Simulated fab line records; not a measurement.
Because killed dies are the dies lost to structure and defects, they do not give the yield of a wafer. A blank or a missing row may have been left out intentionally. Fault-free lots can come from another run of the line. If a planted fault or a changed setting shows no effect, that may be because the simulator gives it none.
fab line records	flow n5Finfet	part 2 of 2: steps 5 to 6 of 6
record lots=23	wafers=69	lastDay=19
route steps=1938 shown HKMG_FIN@398 GATE_CUT@465
lots untouched by any fault: they come from a run of this same line in which no faults occurred
startH: hours from the record's first day to the start of the lot's first wafer shown	waitH: hours since the lot's step before	" the same as in the row above	L1.1+2: several wafers, shown together as one row	- no value, or no start given	* or withheld: withheld	< > ~ a bound
route shown NAME@n: a module of which the file shows steps, and the number in the route of the first	usual: average and standard deviation across the fault-free wafers	same: alike in all rows	chamber/n: place in a boat	sites: the reading at each site	_std_site: how widely they spread, as a standard deviation	_edge_site: outer sites' mean less inner sites'	radiusMm: how far each site lies from the wafer's centre	mask NAME#n: copy n	behind: tool/chamber where the wafer was last shaped	hold: cause of the lot's hold/its duration in hours/its outcome	device: the transistor (n, p or np) that didn't switch	end of line: at the end of the route, the tests of the same wafers	where a step has no rows: the recipe by itself	killed: dies that structure and defects cost at the first sort, which is not the same as the wafer's yield	map: a wafer's dies, x killed, . not, _ none there
set.NAME: the setting as run; set.NAME@STEP: as run at that earlier step	model.NAME: the simulator's own value behind a step, which no gauge read
a sample of lots followed through the steps of the route, with each step as a table and each wafer as a row
services: the hour from which a tool's chamber was out of use, counted from the record's first day as startH (under 0 if before that day), plus the number of hours and why
## steps
# step N5_GATE_CUT_ETCHBACK_00
# recipe chemistry=SF6/Cl2	target=W	pressureMtorr=8	icpW=900	biasW=80	SF6_flow_sccm=40	Cl2_flow_sccm=60
# usual drypumpMotorCurrentA=5.5/0.37	oesProductAu=0.69/0.04	throttleValvePct=27.7/0.41
lot.wafer	tool	chamber	startH	waitH	drypumpMotorCurrentA	oesProductAu	rfHoursCounterH	throttleValvePct
L074.1	rieMetal-01	1	79.18	0.0	5.3	0.73	51	27.3
L074.3	"	1	"	"	5.3	0.72	-	27.3
L074.5	"	1	"	"	5.3	0.73	-	27.3
L075.1	rieMetal-02	1	87.69	0.0	5.1	0.70	78	27.4
L075.3	"	0	"	"	6.0	0.69	-	28.4
L075.6	"	0	"	"	6.0	0.68	-	28.4
L076.2	rieMetal-02	0	93.30	0.0	6.0	0.68	94	28.4
L076.3	"	1	"	"	5.1	0.70	-	27.4
L076.5	"	1	"	"	5.1	0.70	-	27.4
L077.2	rieMetal-02	1	97.53	0.0	5.1	0.71	79	27.4
L077.4	"	1	"	"	5.1	0.69	-	27.4
L077.6	"	0	"	"	6.0	0.68	-	28.4
L078.1	rieMetal-02	1	105.19	0.0	5.1	0.69	80	27.4
L078.4	"	0	"	"	6.0	0.68	-	28.4
L078.6	"	0	"	"	6.0	0.68	-	28.4
L079.1	rieMetal-02	1	112.15	0.0	5.1	0.69	80	27.4
L079.2	"	0	"	"	6.0	0.68	95	28.4
L079.4	"	1	"	"	5.1	0.70	-	27.4
L080.1	rieMetal-01	1	117.25	0.0	5.3	0.72	54	27.3
L080.3	"	1	"	"	5.3	0.72	-	27.3
L080.4	"	0	"	"	5.6	0.67	-	27.8
L081.2	rieMetal-02	0	120.58	0.0	6.0	0.68	96	28.4
L081.4	"	0	"	"	6.0	0.68	-	28.4
L081.6	"	0	"	"	6.0	0.68	-	28.4
L082.1	rieMetal-02	1	129.89	0.0	5.1	0.69	82	27.4
L082.4	"	1	"	"	5.1	0.70	-	27.4
L082.6	"	1	"	"	5.1	0.69	-	27.4
L083.1	rieMetal-01	0	136.25	0.0	5.6	0.67	80	27.7
L083.2	"	1	"	"	5.3	0.72	55	27.3
L083.5	"	1	"	"	5.3	0.72	-	27.3
L084.2	rieMetal-01	0	142.31	0.0	5.6	0.66	81	27.8
L084.4	"	1	"	"	5.3	0.72	-	27.3
L084.5	"	0	"	"	5.6	0.67	-	27.8
L085.2	rieMetal-03	0	148.60	0.0	5.3	0.65	105	27.8
L085.4	"	0	"	"	5.3	0.65	-	27.8
L085.6	"	1	"	"	6.0	0.80	-	27.5
L086.2	rieMetal-03	0	155.16	0.0	5.3	0.64	105	27.8
L086.4	"	1	"	"	6.0	0.80	-	27.5
L086.5	"	0	"	"	5.3	0.64	-	27.8
L087.3	rieMetal-02	1	159.06	0.1	5.1	0.69	-	27.4
L087.4	"	0	"	"	6.0	0.67	-	28.4
L087.5	"	1	"	"	5.1	0.69	-	27.4
L088.1	rieMetal-01	1	160.70	0.0	5.3	0.71	58	27.3
L088.2	"	0	"	"	5.6	0.67	83	27.8
L088.5	"	0	"	"	5.6	0.66	-	27.7
L089.1	rieMetal-01	1	168.41	0.0	5.3	0.71	59	27.3
L089.2	"	0	"	"	5.6	0.66	84	27.8
L089.4	"	1	"	"	5.3	0.71	-	27.3
L090.1	rieMetal-02	0	174.78	0.0	6.0	0.67	101	28.4
L090.4	"	0	"	"	6.0	0.67	-	28.4
L090.6	"	1	"	"	5.1	0.69	-	27.4
L091.1	rieMetal-01	1	180.56	0.0	5.3	0.71	60	27.3
L091.2	"	0	"	"	5.6	0.65	85	27.8
L091.4	"	0	"	"	5.6	0.66	-	27.7
L092.2	rieMetal-02	1	187.28	0.0	5.1	0.68	86	27.4
L092.3	"	1	"	"	5.1	0.68	-	27.4
L092.5	"	1	"	"	5.1	0.69	-	27.4
L094.3	rieMetal-03	1	200.54	0.1	6.0	0.80	-	27.5
L094.4	"	0	"	"	5.3	0.64	-	27.8
L094.5	"	0	"	"	5.3	0.65	-	27.8
L095.1	rieMetal-02	0	204.14	0.0	6.0	0.66	104	28.4
L095.3	"	1	"	"	5.1	0.68	-	27.4
L095.4	"	0	"	"	6.0	0.66	-	28.4
L096.1	rieMetal-01	0	216.69	0.0	5.6	0.66	88	27.8
L096.3	"	0	"	"	5.6	0.65	-	27.8
L096.4	"	1	"	"	5.3	0.70	-	27.3
L097.1	rieMetal-03	1	218.22	0.0	6.0	0.78	38	27.5
L097.3	"	0	"	"	5.3	0.65	-	27.8
L097.6	"	0	"	"	5.3	0.64	-	27.8
# step N5_GATE_CUT_SAC_CAP_01
# recipe material=SiNx	targetThkA=240	tempC=400	aldPrecursorFamily=SiH2I2	aldCoReactant=N2/H2-plasma	pulseTimeS=1	aldCycles=480	purgeTimeS=2	coReactantPurgeTimeS=2	pressureTorr=2
# usual heaterPowerW=848/72	precursorPulseHeightRel=0.999/0.02	susceptorTempC=400.00/0.24
# same pulseTimeS=1
lot.wafer	tool	chamber	startH	waitH	heaterPowerW	precursorPulseHeightRel	sinceWetCleanH	susceptorTempC
L074.1	aldSin-02	2	80.05	0.0	900	1.024	361	400.10
L074.3	"	3	"	"	870	0.980	361	400.01
L074.5	"	1	81.14	1.1	820	0.988	-	399.56
L075.1	aldSin-01	1	88.48	0.2	783	0.992	186	399.95
L075.3	"	3	"	"	827	1.043	186	400.01
L075.6	"	2	89.57	1.3	852	1.002	-	400.08
L076.2	aldSin-03	0	94.68	0.8	738	1.007	85	400.07
L076.3	"	3	"	"	940	0.989	85	399.84
L076.5	"	0	95.76	1.9	729	0.996	-	400.17
L077.2	aldSin-01	1	98.35	0.0	795	1.038	196	400.45
L077.4	"	2	"	"	849	0.978	196	399.82
L077.6	"	1	99.43	1.1	799	1.007	-	400.18
L078.1	aldSin-02	0	106.13	0.4	936	1.002	7	399.81
L078.4	"	1	"	"	752	1.022	7	400.45
L078.6	"	3	107.21	1.4	844	1.005	-	399.81
L079.1	aldSin-02	1	112.76	0.0	756	0.992	14	399.85
L079.2	"	3	"	"	846	0.966	14	400.17
L079.4	"	0	"	"	899	0.956	14	399.72
L080.1	aldSin-03	1	117.85	0.0	905	0.985	109	399.79
L080.3	"	3	"	"	921	1.009	109	400.08
L080.4	"	0	"	"	712	0.983	109	399.68
L081.2	aldSin-03	3	121.25	0.0	916	1.000	112	400.48
L081.4	"	1	"	"	876	1.023	112	399.68
L081.6	"	2	122.33	1.1	923	1.032	-	400.08
L082.1	aldSin-02	2	130.50	0.0	854	0.996	32	399.96
L082.4	"	1	"	"	740	1.018	32	400.08
L082.6	"	1	131.59	1.1	770	0.993	-	400.16
L083.1	aldSin-03	3	136.91	0.0	919	0.980	128	400.30
L083.2	"	1	"	"	865	1.009	128	399.83
L083.5	"	3	138.00	1.1	914	1.027	-	400.04
L084.2	aldSin-03	2	143.00	0.0	957	0.966	134	399.94
L084.4	"	0	"	"	712	1.012	134	400.06
L084.5	"	3	144.08	1.1	936	1.020	-	399.72
L085.2	aldSin-01	3	149.29	0.0	814	1.006	247	400.18
L085.4	"	2	"	"	831	0.985	247	399.15
L085.6	"	3	150.38	1.1	806	1.047	-	400.25
L086.2	aldSin-03	2	155.90	0.0	933	1.030	147	400.19
L086.4	"	3	"	"	908	0.988	147	399.94
L086.5	"	1	156.99	1.1	881	0.995	-	399.82
L087.3	aldSin-01	2	159.63	0.0	851	0.985	258	400.08
L087.4	"	1	"	"	798	0.972	258	399.80
L087.5	"	0	160.72	1.1	776	0.986	-	399.91
L088.1	aldSin-03	1	161.53	0.2	881	0.987	152	399.97
L088.2	"	0	"	"	711	1.001	152	400.00
L088.5	"	0	162.61	1.3	734	0.990	-	400.04
L089.1	aldSin-02	0	169.21	0.0	898	1.026	70	399.98
L089.2	"	1	"	"	774	1.049	70	400.25
L089.4	"	2	"	"	858	1.012	70	399.88
L090.1	aldSin-03	0	175.39	0.0	726	0.992	166	400.40
L090.4	"	0	176.48	1.1	710	0.950	-	400.38
L090.6	"	3	"	"	928	0.984	-	399.97
L091.1	aldSin-03	0	181.31	0.0	724	0.992	172	399.52
L091.2	"	3	"	"	904	1.026	172	400.38
L091.4	"	1	"	"	874	0.996	172	400.24
L092.2	aldSin-01	1	188.40	0.5	759	0.988	286	400.11
L092.3	"	0	"	"	774	1.036	286	400.34
L092.5	"	1	189.49	1.6	759	0.996	-	399.63
L094.3	aldSin-03	0	201.12	0.0	718	1.018	192	399.88
L094.4	"	2	202.21	1.1	943	1.003	-	399.70
L094.5	"	0	"	"	738	0.972	-	399.64
L095.1	aldSin-01	0	205.36	0.5	787	0.990	303	400.26
L095.3	"	2	"	"	863	0.997	303	399.96
L095.4	"	1	"	"	817	0.982	303	399.67
L096.1	aldSin-01	2	217.50	0.0	860	1.017	315	400.06
L096.3	"	0	"	"	773	0.983	315	399.96
L096.4	"	3	"	"	796	0.996	315	399.97
L097.1	aldSin-03	3	220.32	1.5	916	1.008	211	400.04
L097.3	"	1	"	"	896	0.988	211	400.11
L097.6	"	2	221.41	2.6	943	0.982	-	399.81
## services
tool	chamber	startH	hours	kind
aldMetal-04	-	49.36	1.4	repair
aldSin-02	1	53.33	12.5	repair
rieDiel-03	2	54.26	1.3	repair
rieMetal-03	0	55.47	1.0	repair
rieDiel-01	2	61.20	4.2	repair
rieMetal-02	1	67.03	2.7	repair
rieMetal-01	0	71.79	11.8	repair
aldMetal-03	-	72.67	2.8	pm
aldMetal-01	0	81.21	10.6	repair
aldSin-02	-	85.41	14.0	pm
rieMetal-03	-	90.43	0.1	repair
rieMetal-01	1	90.52	6.2	repair
aldMetal-01	1	105.97	13.8	repair
rieDiel-03	0	138.30	-	clean
rieDiel-03	0	138.30	-	consumableReplace:focusRing
rieDiel-03	2	165.53	5.8	repair
aldMetal-01	0	166.99	8.8	repair
aldMetal-01	-	177.04	14.6	pm
rieDiel-05	0	191.10	10.4	repair
rieDiel-01	2	193.46	18.9	repair
rieMetal-03	-	194.96	0.5	repair
aldSin-03	1	198.63	5.4	repair
rieDiel-03	2	206.92	7.6	repair
aldSin-03	3	216.99	2.3	repair
